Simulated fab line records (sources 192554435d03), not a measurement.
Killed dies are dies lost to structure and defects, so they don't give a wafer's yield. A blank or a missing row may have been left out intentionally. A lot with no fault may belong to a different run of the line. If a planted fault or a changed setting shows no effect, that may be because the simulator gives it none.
Problem report, 8D (eight disciplines) form, completed by code || flow n5-finfet || the parts of the form that need people (team, actions taken, sign-off) are left out

1. WHAT WENT WRONG
Mean of bias-w at N5_MIM_BOT_ETCH_ETCH_03: 117.46 W across 5 wafers in 2 lots; on wafers with no fault it is 100.01 W (standard deviation 0.28). That puts it +62 standard deviations away from the usual mean.
The step: etches the open film in Cl2/BCl3, target depth 12 nm.
Earliest sighting: wafer L966.4 on rie-metal-01 at day 16 09:31. The record holds 33 wafers of 12 lots with a number at this step. The rule behind "out" and "out of limits": a value lying over 4 standard deviations away from the usual mean. The other wafers with a number count as sound.

2. WHAT IT IS AND WHAT IT IS NOT
{"question": "which readings at this step", "is": "bias-w", "is not": "bcl3-flow-sccm, drypump-motor-current-A, oes-product-au, throttle-valve-pct"}
{"question": "which lots", "is": "L966, L971", "is not": "L955, L956, L958, L959, L960, L965, L973, L974, L975, L977"}
{"question": "which wafers of those lots", "is": "all that have a number", "is not": "-"}
{"question": "read on which tools", "is": "rie-metal-01", "is not": "rie-metal-02, rie-metal-03"}
{"question": "when", "is": "from day 16 09:31", "is not": "up to then (18 sound wafers); but 10 sound wafers of L973, L974, L975, L977 came after"}

3. THE SUSPECTS, EACH WITH WHAT RULES IT OUT
Counting: any tool at a process step up to the reading is kept as a suspect provided that every lot that is out went through it and no sound lot did after the first of them.
- rie-metal-01 at N5_MIM_BOT_ETCH_ETCH_03 (etches the open film in Cl2/BCl3, target depth 12 nm): kept. It processed each lot that is out, first L966 at day 16 09:31, and no sound lot thereafter; up to then, the last sound lot it processed was L959 at day 14 01:19. Its own readings are out on those wafers: bias-w.
The count leaves rie-metal-01 at N5_MIM_BOT_ETCH_ETCH_03.

4. THE CAUSE (what the simulator had put in)
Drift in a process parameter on rie-metal-01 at N5_MIM_BOT_ETCH_ETCH_03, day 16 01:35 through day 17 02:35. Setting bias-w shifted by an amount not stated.
This tool alone remained once counting was done.

5. SEQUENCE OF EFFECTS, ordered by route
Rows list readings where the struck wafers' mean (over those with a number) sits beyond 3 standard deviations from the usual. Readings are gone through only where the record gives a usual standard deviation; hours: the median, over the lots, of the time from a lot's start at the first step in this table giving one to that lot's start at this step; sigmas: the change measured in usual standard deviations.
{"hours": 0, "step": "N5_MIM_BOT_ETCH_ETCH_03", "reading": "bias-w", "usual": "100.01 W", "on struck wafers": 117.46, "change": "+17.45", "sigmas": "+62"}
Here are the process steps it includes:
- N5_MIM_BOT_ETCH_ETCH_03: etches the open film in Cl2/BCl3, target depth 12 nm.

6. HOW IT WOULD HAVE BEEN CAUGHT EARLIER
The fault began at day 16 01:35; the first out-of-limits reading in this record came at day 16 09:31, 8 hours later.
